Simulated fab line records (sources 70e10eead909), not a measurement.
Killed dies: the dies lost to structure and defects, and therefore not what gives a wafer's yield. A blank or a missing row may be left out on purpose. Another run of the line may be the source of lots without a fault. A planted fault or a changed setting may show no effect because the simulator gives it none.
fab line records	flow nandHarc	part 1 of 2: steps 1 to 16 of 27
[record] lots = 5	wafers = 15	lastDay = 33
route steps=1302 shown A_CHANNEL_HOLE_D2@589 A_CHANNEL_FILL_D2@610
lots with no fault: from the same line, run without faults
startH: the number of hours between the record's first day and the start of the first shown wafer of the lot	waitH: hours since the lot's step before	" unchanged from the row above	L1.1+2: a single row standing in for several wafers	- no value present, or no start provided	* or withheld: withheld	< > ~ a bound
route shown NAME@n: a module of which the file shows steps, and the number in the route of the first	usual: the fault-free wafers' mean and standard deviation	same: alike in all rows	chamber/n: place in a boat	sites: per-site readings	_std_site: how widely they spread, as a standard deviation	_edge_site: inner sites' mean taken away from outer sites' mean	radiusMm: how far each site lies from the wafer's centre	mask NAME#n: copy n	behind: the most recent tool/chamber to have shaped the wafer	hold: why the lot went on hold/how many hours it stayed there/how the hold came to an end	device: whichever transistor did not switch (one of n, p or np)	end of line: the same wafers' tests at the end of the route	for a step that has no rows: nothing shown but its recipe	killed: dies that structure and defects cost at the first sort, which is not the same as the wafer's yield	map: a wafer's dies, x killed, . not, _ none there
set.NAME: setting as actually run; set.NAME@STEP: the setting as run at that earlier step	model.NAME: the simulator's own value behind a step, which no gauge read
lots at some steps of the route; a table a step, a row a wafer
services: when a tool's chamber went out of use (startH, in hours from the record's first day, below 0 if earlier), for how many hours, and the reason
[[steps]]
[step NHARC_A_CHANNEL_HOLE_D2_ETCH_16]
[recipe] targetDepthA = 31000	overEtchFrac = 0.3	timeS = 806	ionEnergyEv = 150	o2FlowSccm = 400	cosFlowSccm = 20	arFlowSccm = 0	rfW = 500	biasW = 300	chemistry = O2/COS
[usual] cosFlowSccm = 19.99/0.065	drypumpMotorCurrentA = 5.5/0.41	oesProductAu = 0.998/0.0078	rfVppV = 313.1/1.7	showerheadPlenumPTorr = 3.06/0.099	throttleValvePct = 28.331/0.0083
lot.wafer	tool	chamber	startH	waitH	cosFlowSccm	drypumpMotorCurrentA	oesProductAu	rfHoursCounterH	rfVppV	showerheadPlenumPTorr	throttleValvePct
L080.2	rieDiel-09	2	-	-	20.03	5.5	0.992	2.1	311.0	2.91	28.326
L080.3	"	0	"	"	20.02	5.1	1.004	2.1	313.1	3.05	28.325
L080.5	"	1	"	"	19.97	5.2	0.995	-	314.8	3.23	28.344
L083.3	rieDiel-09	3	-	-	19.94	5.0	1.006	4.6	313.2	3.13	28.313
L083.4	"	1	"	"	20.03	5.2	1.009	4.9	314.5	3.22	28.317
L083.6	"	3	"	"	19.93	5.0	1.006	-	315.0	3.13	28.329
L090.4	rieDiel-09	0	-	-	19.97	5.1	0.997	7.8	313.0	3.04	28.329
L090.2	"	2	"	"	20.10	5.5	0.997	8.4	310.1	2.91	28.321
L090.5	"	3	"	"	20.07	5.0	1.002	-	313.3	3.13	28.337
L092.2	rieDiel-02	2	-	-	20.02	5.8	1.003	6.2	311.2	2.94	28.344
L092.1	"	3	"	"	19.96	5.7	1.006	6.1	312.7	3.08	28.328
L092.5	"	2	"	"	20.02	5.8	1.001	-	312.2	2.94	28.329
L095.4	rieDiel-02	2	-	-	19.80	5.8	1.004	7.5	311.7	2.93	28.333
L095.5	"	3	"	"	20.05	5.6	0.997	-	313.2	3.08	28.338
L095.6	"	0	"	"	19.91	6.4	0.983	-	313.9	3.09	28.332
[step NHARC_A_CHANNEL_HOLE_D2_CD_MEAS_18]
[usual] cdNm = 99.3/1.6
lot.wafer	tool	chamber	startH	waitH	cdNm
L080.2	cdSem-02	-	363.94	-	97.0
L080.3	"	-	"	"	96.9
L080.5	"	-	"	"	95.3
L083.3	cdSem-03	-	402.88	-	99.3
L083.4	"	-	"	"	95.6
L083.6	"	-	"	"	98.6
L090.2	cdSem-01	-	458.86	-	100.8
L090.4	"	-	"	"	101.7
L090.5	"	-	"	"	100.3
L092.1	cdSem-02	-	489.84	-	99.4
L092.2	"	-	"	"	95.8
L092.5	"	-	"	"	100.1
L095.4	cdSem-01	-	518.55	-	100.4
L095.5	"	-	"	"	98.3
L095.6	"	-	"	"	98.5
[step NHARC_A_CHANNEL_HOLE_D2_ETCH_19]
[recipe] biasV = 1200	sourceW = 2500	pressureMtorr = 15	timeS = 34.5	arFlowSccm = 375	c4f8FlowSccm = 28.8	o2FlowSccm = 96.2	tempC = -20	targetDepthA = *	chemistry = C4F8/O2/Ar
[usual] drypumpMotorCurrentA = 5.60/0.21	showerheadPlenumPTorr = 3.72/0.18	throttleValvePct = 37.039/0.0084
lot.wafer	tool	chamber	startH	waitH	drypumpMotorCurrentA	rfHoursCounterH	showerheadPlenumPTorr	throttleValvePct
L080.2	harEtch-02	0	364.01	0.1	5.57	398	3.43	37.046
L080.3	"	0	"	"	5.59	-	3.43	37.035
L080.5	"	0	"	"	5.59	-	3.43	37.042
L083.3	harEtch-02	1	410.11	7.2	5.30	-	3.98	37.032
L083.4	"	0	"	"	5.59	-	3.98	37.046
L083.6	"	1	"	"	5.31	-	3.98	37.040
L090.2	harEtch-01	1	458.94	0.1	5.90	237	3.64	37.050
L090.4	"	0	"	"	5.66	-	3.65	37.042
L090.5	"	0	"	"	5.64	-	3.65	37.055
L092.2	harEtch-01	0	493.20	3.4	5.65	260	3.64	37.037
L092.1	"	1	"	"	5.89	260	3.63	37.040
L092.5	"	1	"	"	5.92	-	3.63	37.041
L095.4	harEtch-02	0	521.67	3.1	5.60	-	3.94	37.044
L095.5	"	1	"	"	5.29	-	3.94	37.035
L095.6	"	0	"	"	5.58	-	3.94	37.040
[step NHARC_A_CHANNEL_HOLE_D2_ETCH_20]
[recipe] biasV = 3000	sourceW = withheld	pressureMtorr = 20	timeS = 361.9	arFlowSccm = 375	c4f8FlowSccm = 89.3	o2FlowSccm = 35.7	tempC = -20	targetDepthA = 16000	chemistry = C4F8/O2/Ar
[usual] drypumpMotorCurrentA = 5.59/0.22	showerheadPlenumPTorr = 3.68/0.17	throttleValvePct = 32.155/0.009
lot.wafer	tool	chamber	startH	waitH	drypumpMotorCurrentA	rfHoursCounterH	showerheadPlenumPTorr	throttleValvePct
L080.2	harEtch-02	0	364.13	0.1	5.59	398	3.40	32.144
L080.3	"	0	"	"	5.58	-	3.40	32.156
L080.5	"	0	"	"	5.58	-	3.40	32.163
L083.3	harEtch-02	1	410.29	0.2	5.29	-	3.92	32.164
L083.4	"	0	"	"	5.57	-	3.92	32.144
L083.6	"	1	"	"	5.31	-	3.92	32.149
L090.2	harEtch-01	1	459.05	0.1	5.90	237	3.60	32.163
L090.4	"	0	"	"	5.67	-	3.61	32.152
L090.5	"	0	"	"	5.65	-	3.61	32.163
L092.2	harEtch-01	0	493.31	0.1	5.68	260	3.60	32.152
L092.1	"	1	"	"	5.90	260	3.59	32.164
L092.5	"	1	"	"	5.91	-	3.59	32.161
L095.4	harEtch-02	0	521.89	0.2	5.60	-	3.89	32.149
L095.5	"	1	"	"	5.30	-	3.89	32.162
L095.6	"	0	"	"	5.60	-	3.89	32.158
[step NHARC_A_CHANNEL_HOLE_D2_ETCH_21]
[recipe] biasV = 3000	sourceW = withheld	pressureMtorr = 20	timeS = 514.3	arFlowSccm = 375	c4f8FlowSccm = 89.3	o2FlowSccm = 35.7	tempC = -20	targetDepthA = 16000	chemistry = C4F8/O2/Ar
[usual] drypumpMotorCurrentA = 5.60/0.22	showerheadPlenumPTorr = 3.68/0.17	throttleValvePct = 32.155/0.0091
lot.wafer	tool	chamber	startH	waitH	drypumpMotorCurrentA	rfHoursCounterH	showerheadPlenumPTorr	throttleValvePct
L080.2	harEtch-02	0	364.44	0.3	5.58	399	3.40	32.176
L080.3	"	0	"	"	5.56	-	3.40	32.154
L080.5	"	0	"	"	5.59	-	3.40	32.162
L083.3	harEtch-02	1	410.65	0.3	5.30	-	3.92	32.150
L083.4	"	0	"	"	5.57	-	3.92	32.154
L083.6	"	1	"	"	5.29	-	3.92	32.152
L090.2	harEtch-01	1	459.36	0.3	5.89	238	3.60	32.164
L090.4	"	0	"	"	5.66	-	3.61	32.159
L090.5	"	0	"	"	5.65	-	3.61	32.142
L092.2	harEtch-01	0	493.62	0.3	5.66	261	3.60	32.154
L092.1	"	1	"	"	5.90	261	3.59	32.148
L092.5	"	1	"	"	5.90	-	3.59	32.140
L095.4	harEtch-02	0	522.27	0.3	5.58	-	3.89	32.160
L095.5	"	1	"	"	5.32	-	3.89	32.141
L095.6	"	0	"	"	5.59	-	3.89	32.158
[step NHARC_A_CHANNEL_HOLE_D2_ETCH_22]
[recipe] biasV = 3000	sourceW = withheld	pressureMtorr = 20	timeS = 666.7	arFlowSccm = 375	c4f8FlowSccm = 89.3	o2FlowSccm = 35.7	tempC = -20	targetDepthA = 16000	chemistry = C4F8/O2/Ar
[usual] drypumpMotorCurrentA = 5.59/0.22	showerheadPlenumPTorr = 3.68/0.17	throttleValvePct = 32.155/0.0095
lot.wafer	tool	chamber	startH	waitH	drypumpMotorCurrentA	rfHoursCounterH	showerheadPlenumPTorr	throttleValvePct
L080.2	harEtch-02	0	364.89	0.4	5.60	399	3.40	32.152
L080.3	"	0	"	"	5.60	-	3.40	32.146
L080.5	"	0	"	"	5.59	-	3.40	32.174
L083.3	harEtch-02	1	411.14	0.4	5.29	-	3.92	32.158
L083.4	"	0	"	"	5.58	-	3.92	32.162
L083.6	"	1	"	"	5.29	-	3.92	32.152
L090.2	harEtch-01	1	459.80	0.4	5.90	238	3.60	32.142
L090.4	"	0	"	"	5.68	-	3.61	32.157
L090.5	"	0	"	"	5.67	-	3.61	32.165
L092.2	harEtch-01	0	494.06	0.4	5.66	261	3.60	32.154
L092.1	"	1	"	"	5.86	261	3.59	32.159
L092.5	"	1	"	"	5.89	-	3.59	32.162
L095.4	harEtch-02	0	522.78	0.4	5.57	-	3.89	32.153
L095.5	"	1	"	"	5.29	-	3.89	32.146
L095.6	"	0	"	"	5.57	-	3.88	32.153
[step NHARC_A_CHANNEL_HOLE_D2_ETCH_23]
[recipe] biasV = 5000	sourceW = withheld	pressureMtorr = 20	timeS = 819	arFlowSccm = 375	c4f8FlowSccm = 89.3	o2FlowSccm = 35.7	tempC = -20	targetDepthA = 16000	chemistry = C4F8/O2/Ar
[usual] drypumpMotorCurrentA = 5.59/0.22	showerheadPlenumPTorr = 3.68/0.17	throttleValvePct = 32.156/0.0096
lot.wafer	tool	chamber	startH	waitH	drypumpMotorCurrentA	rfHoursCounterH	showerheadPlenumPTorr	throttleValvePct
L080.2	harEtch-02	0	365.45	0.5	5.59	400	3.40	32.152
L080.3	"	0	"	"	5.58	-	3.40	32.159
L080.5	"	0	"	"	5.58	-	3.40	32.160
L083.3	harEtch-02	1	411.75	0.5	5.31	-	3.92	32.136
L083.4	"	0	"	"	5.58	-	3.92	32.149
L083.6	"	1	"	"	5.31	-	3.92	32.168
L090.2	harEtch-01	1	460.36	0.5	5.91	239	3.60	32.146
L090.4	"	0	"	"	5.68	-	3.61	32.138
L090.5	"	0	"	"	5.66	-	3.61	32.146
L092.2	harEtch-01	0	494.62	0.5	5.66	262	3.60	32.163
L092.1	"	1	"	"	5.89	262	3.59	32.155
L092.5	"	1	"	"	5.92	-	3.59	32.149
L095.4	harEtch-02	0	523.41	0.5	5.57	-	3.88	32.152
L095.5	"	1	"	"	5.28	-	3.88	32.166
L095.6	"	0	"	"	5.56	-	3.89	32.167
[step NHARC_A_CHANNEL_HOLE_D2_ETCH_24]
[recipe] biasV = 5000	sourceW = withheld	pressureMtorr = 20	timeS = 906.2	arFlowSccm = 375	c4f8FlowSccm = 93.8	o2FlowSccm = 31.2	tempC = -20	targetDepthA = 15000	chemistry = C4F8/O2/Ar
[usual] drypumpMotorCurrentA = 5.60/0.22	showerheadPlenumPTorr = 3.67/0.17	throttleValvePct = 32.235/0.0094
lot.wafer	tool	chamber	startH	waitH	drypumpMotorCurrentA	rfHoursCounterH	showerheadPlenumPTorr	throttleValvePct
L080.2	harEtch-02	0	366.14	0.6	5.58	401	3.39	32.258
L080.3	"	0	"	"	5.59	-	3.39	32.241
L080.5	"	0	"	"	5.58	-	3.39	32.226
L083.3	harEtch-02	1	412.47	0.6	5.30	-	3.92	32.228
L083.4	"	0	"	"	5.59	-	3.92	32.234
L083.6	"	1	"	"	5.29	-	3.92	32.214
L090.2	harEtch-01	1	461.05	0.6	5.88	239	3.60	32.232
L090.4	"	0	"	"	5.67	-	3.61	32.216
L090.5	"	0	"	"	5.66	-	3.61	32.224
L092.2	harEtch-01	0	495.31	0.6	5.66	262	3.59	32.239
L092.1	"	1	"	"	5.93	262	3.58	32.228
L092.5	"	1	"	"	5.90	-	3.59	32.232
L095.4	harEtch-02	0	524.14	0.6	5.59	-	3.88	32.218
L095.5	"	1	"	"	5.28	-	3.88	32.231
L095.6	"	0	"	"	5.62	-	3.88	32.220
[step NHARC_A_CHANNEL_HOLE_D2_ETCH_25]
[recipe] biasV = 5000	sourceW = withheld	pressureMtorr = 20	timeS = 1040.2	arFlowSccm = 375	c4f8FlowSccm = 93.8	o2FlowSccm = 31.2	tempC = -20	targetDepthA = 15000	chemistry = C4F8/O2/Ar
[usual] drypumpMotorCurrentA = 5.59/0.22	showerheadPlenumPTorr = 3.67/0.17	throttleValvePct = 32.236/0.009
lot.wafer	tool	chamber	startH	waitH	drypumpMotorCurrentA	rfHoursCounterH	showerheadPlenumPTorr	throttleValvePct
L080.2	harEtch-02	0	366.91	0.6	5.57	401	3.39	32.231
L080.3	"	0	"	"	5.59	-	3.39	32.232
L080.5	"	0	"	"	5.60	-	3.39	32.223
L083.3	harEtch-02	1	413.27	0.7	5.32	-	3.92	32.244
L083.4	"	0	"	"	5.55	-	3.92	32.234
L083.6	"	1	"	"	5.30	-	3.92	32.245
L090.2	harEtch-01	1	461.82	0.6	5.89	240	3.60	32.221
L090.4	"	0	"	"	5.69	-	3.61	32.251
L090.5	"	0	"	"	5.67	-	3.61	32.238
L092.2	harEtch-01	0	496.07	0.6	5.66	263	3.59	32.236
L092.1	"	1	"	"	5.90	263	3.58	32.234
L092.5	"	1	"	"	5.89	-	3.58	32.223
L095.4	harEtch-02	0	524.96	0.7	5.58	-	3.88	32.212
L095.5	"	1	"	"	5.30	-	3.88	32.228
L095.6	"	0	"	"	5.59	-	3.88	32.233
[step NHARC_A_CHANNEL_HOLE_D2_ETCH_26]
[recipe] biasV = 300	sourceW = 2000	pressureMtorr = 30	timeS = 224.1	arFlowSccm = 375	c4f8FlowSccm = 11.4	o2FlowSccm = 113.6	tempC = -20	targetDepthA = 3000	chemistry = C4F8/O2/Ar
[usual] drypumpMotorCurrentA = 5.60/0.22	showerheadPlenumPTorr = 3.72/0.18	throttleValvePct = 24.583/0.0087
lot.wafer	tool	chamber	startH	waitH	drypumpMotorCurrentA	rfHoursCounterH	showerheadPlenumPTorr	throttleValvePct
L080.2	harEtch-02	0	367.79	0.7	5.57	402	3.43	24.587
L080.3	"	0	"	"	5.56	-	3.43	24.596
L080.5	"	0	"	"	5.57	-	3.43	24.590
L083.3	harEtch-02	1	413.92	0.5	5.29	-	3.98	24.582
L083.4	"	0	"	"	5.57	-	3.98	24.572
L083.6	"	1	"	"	5.30	-	3.98	24.579
L090.2	harEtch-01	1	462.69	0.7	5.90	241	3.64	24.596
L090.4	"	0	"	"	5.67	-	3.65	24.569
L090.5	"	0	"	"	5.67	-	3.65	24.594
L092.2	harEtch-01	0	496.96	0.7	5.65	264	3.64	24.577
L092.1	"	1	"	"	5.89	264	3.63	24.585
L092.5	"	1	"	"	5.91	-	3.63	24.574
L095.4	harEtch-02	0	525.50	0.4	5.57	-	3.94	24.578
L095.5	"	1	"	"	5.31	-	3.94	24.578
L095.6	"	0	"	"	5.59	-	3.94	24.578
[step NHARC_A_CHANNEL_HOLE_D2_ETCH_27]
[recipe] biasV = 400	sourceW = 2000	pressureMtorr = 25	timeS = 90	arFlowSccm = 375	c4f8FlowSccm = 41.7	o2FlowSccm = 83.3	tempC = -20	targetDepthA = 4000	chemistry = C4F8/O2/Ar
[usual] drypumpMotorCurrentA = 5.60/0.22	showerheadPlenumPTorr = 3.72/0.18	throttleValvePct = 27.620/0.0085
lot.wafer	tool	chamber	startH	waitH	drypumpMotorCurrentA	rfHoursCounterH	showerheadPlenumPTorr	throttleValvePct
L080.2	harEtch-02	0	367.99	0.2	5.57	402	3.43	27.625
L080.3	"	0	"	"	5.57	-	3.43	27.622
L080.5	"	0	"	"	5.58	-	3.43	27.614
L083.3	harEtch-02	1	414.11	0.2	5.26	-	3.97	27.610
L083.4	"	0	"	"	5.58	-	3.97	27.630
L083.6	"	1	"	"	5.29	-	3.97	27.631
L090.2	harEtch-01	1	462.89	0.2	5.90	241	3.64	27.630
L090.4	"	0	"	"	5.66	-	3.65	27.628
L090.5	"	0	"	"	5.66	-	3.65	27.612
L092.2	harEtch-01	0	497.16	0.2	5.66	264	3.63	27.616
L092.1	"	1	"	"	5.89	264	3.62	27.614
L092.5	"	1	"	"	5.88	-	3.62	27.616
L095.4	harEtch-02	0	525.69	0.2	5.57	-	3.93	27.617
L095.5	"	1	"	"	5.31	-	3.93	27.623
L095.6	"	0	"	"	5.57	-	3.93	27.626
[step NHARC_A_CHANNEL_HOLE_D2_STRIP_41]
[recipe] n2FlowSccm = 150	h2FlowSccm = 150	arFlowSccm = 0	biasW = 0	chemistry = N2/H2
lot.wafer	tool	chamber	startH	waitH
L080.2+3+5	rieDiel-09	0,2,1	368.52	0.5
L083.4+3+6	rieDiel-06	2,3,2	414.58	0.4
L090.2+4+5	rieDiel-02	0,3,1	463.43	0.5
L092.2+1+5	rieDiel-02	1,2,0	497.72	0.5
L095.4+6+5	rieDiel-09	1,3,0	526.15	0.4
[step NHARC_A_CHANNEL_HOLE_D2_STRIP_42]
[recipe] cf4FlowSccm = 100	chf3FlowSccm = 30	arFlowSccm = 0	biasW = 0	chemistry = CF4/CHF3
lot.wafer	tool	chamber	startH	waitH
L080.3+2+5	rieDiel-09	3,1,3	368.62	0.1
L083.3+4+6	rieDiel-06	3,0,0	414.68	0.1
L090.2+4+5	rieDiel-02	2,3,1	463.53	0.1
L092.2+1+5	rieDiel-02	1,0,1	497.79	0.1
L095.4+5+6	rieDiel-09	2,1,2	526.23	0.1
[step NHARC_A_CHANNEL_HOLE_D2_STRIP_43]
[recipe] o2FlowSccm = 400	cosFlowSccm = 20	arFlowSccm = 0	biasW = 0	chemistry = O2/COS
lot.wafer	tool	chamber	startH	waitH
L080.3+2+5	rieDiel-09	2,0,2	368.68	0.1
L083.4+3+6	rieDiel-06	3,0,1	414.74	0.1
L090.2+4+5	rieDiel-02	2,1,3	463.59	0.1
L092.2+1+5	rieDiel-02	3,1,3	497.86	0.1
L095.4+6+5	rieDiel-09	3,0,1	526.30	0.1
[step NHARC_A_CHANNEL_HOLE_D2_ETCH_44]
[recipe] targetDepthA = 1400	overetchA = 140	timeS = 77	ionEnergyEv = 100	cf4FlowSccm = 80	o2FlowSccm = 20	arFlowSccm = 0	rfW = 300	biasW = 100	chemistry = CF4/O2
[usual] drypumpMotorCurrentA = 5.5/0.43	oesProductAu = 0.998/0.0078	rfVppV = 197.5/1.1	showerheadPlenumPTorr = 1.31/0.041	throttleValvePct = 13.397/0.0092
lot.wafer	tool	chamber	startH	waitH	drypumpMotorCurrentA	oesProductAu	rfHoursCounterH	rfVppV	showerheadPlenumPTorr	throttleValvePct
L080.2	rieDiel-09	3	368.75	0.1	5.0	0.996	2.2	198.1	1.34	13.403
L080.3	"	0	"	"	5.1	0.997	2.4	197.1	1.30	13.379
L080.5	"	1	"	"	5.2	1.007	-	199.8	1.38	13.402
L083.3	rieDiel-06	2	414.81	0.1	6.3	0.986	6.6	198.4	1.29	13.381
L083.4	"	3	"	"	5.7	0.988	5.5	196.8	1.33	13.411
L083.6	"	1	"	"	5.7	0.990	-	196.9	1.30	13.399
L090.4	rieDiel-02	3	463.65	0.1	5.6	1.004	3.1	197.9	1.32	13.387
L090.2	"	1	"	"	5.6	1.001	3.9	196.0	1.26	13.396
L090.5	"	2	"	"	5.8	1.006	-	196.8	1.25	13.400
L092.2	rieDiel-02	0	497.92	0.1	6.4	0.986	5.9	198.1	1.32	13.399
L092.1	"	2	"	"	5.8	0.992	6.8	196.4	1.25	13.398
L092.5	"	3	"	"	5.7	0.986	-	195.5	1.32	13.398
L095.4	rieDiel-09	2	526.37	0.1	5.5	0.997	0.9	194.8	1.24	13.391
L095.6	"	3	"	"	5.0	0.995	-	196.8	1.34	13.409
L095.5	"	0	"	"	5.1	1.005	-	198.0	1.30	13.400
[step NHARC_A_CHANNEL_HOLE_D2_STRIP_28]
[recipe] o2FlowSccm = 500	arFlowSccm = 0	biasW = 0	chemistry = O2
[usual] drypumpMotorCurrentA = 5.5/0.41	oesProductAu = 0.998/0.0087	rfVppV = 57.7/0.83	showerheadPlenumPTorr = 3.47/0.11	throttleValvePct = 17.037/0.0093
lot.wafer	tool	chamber	startH	waitH	drypumpMotorCurrentA	oesProductAu	rfHoursCounterH	rfVppV	showerheadPlenumPTorr	throttleValvePct
L080.2	rieDiel-09	3	-	-	5.0	0.992	2.3	58.7	3.54	17.030
L080.3	"	2	"	"	5.5	0.983	2.7	55.5	3.29	17.039
L080.5	"	3	"	"	5.0	0.998	-	59.1	3.54	17.040
L083.3	rieDiel-06	0	-	-	5.4	1.000	6.2	57.9	3.58	17.026
L083.4	"	2	"	"	6.4	0.991	6.6	57.0	3.41	17.043
L083.6	"	0	"	"	5.4	1.004	-	58.5	3.58	17.037
L090.4	rieDiel-02	1	-	-	5.6	0.989	4.0	57.7	3.35	17.041
L090.2	"	2	"	"	5.8	1.002	3.4	58.1	3.32	17.040
L090.5	"	1	"	"	5.6	1.001	-	57.1	3.35	17.031
L092.2	rieDiel-02	0	-	-	6.4	0.987	6.0	56.8	3.49	17.042
L092.1	"	1	"	"	5.6	1.004	6.9	57.5	3.35	17.023
L092.5	"	0	"	"	6.3	0.982	-	60.0	3.49	17.033
L095.4	rieDiel-09	2	-	-	5.5	0.995	0.9	57.1	3.28	17.038
L095.5	"	0	"	"	5.1	1.003	-	57.3	3.44	17.036
L095.6	"	1	"	"	5.2	1.002	-	58.2	3.64	17.035
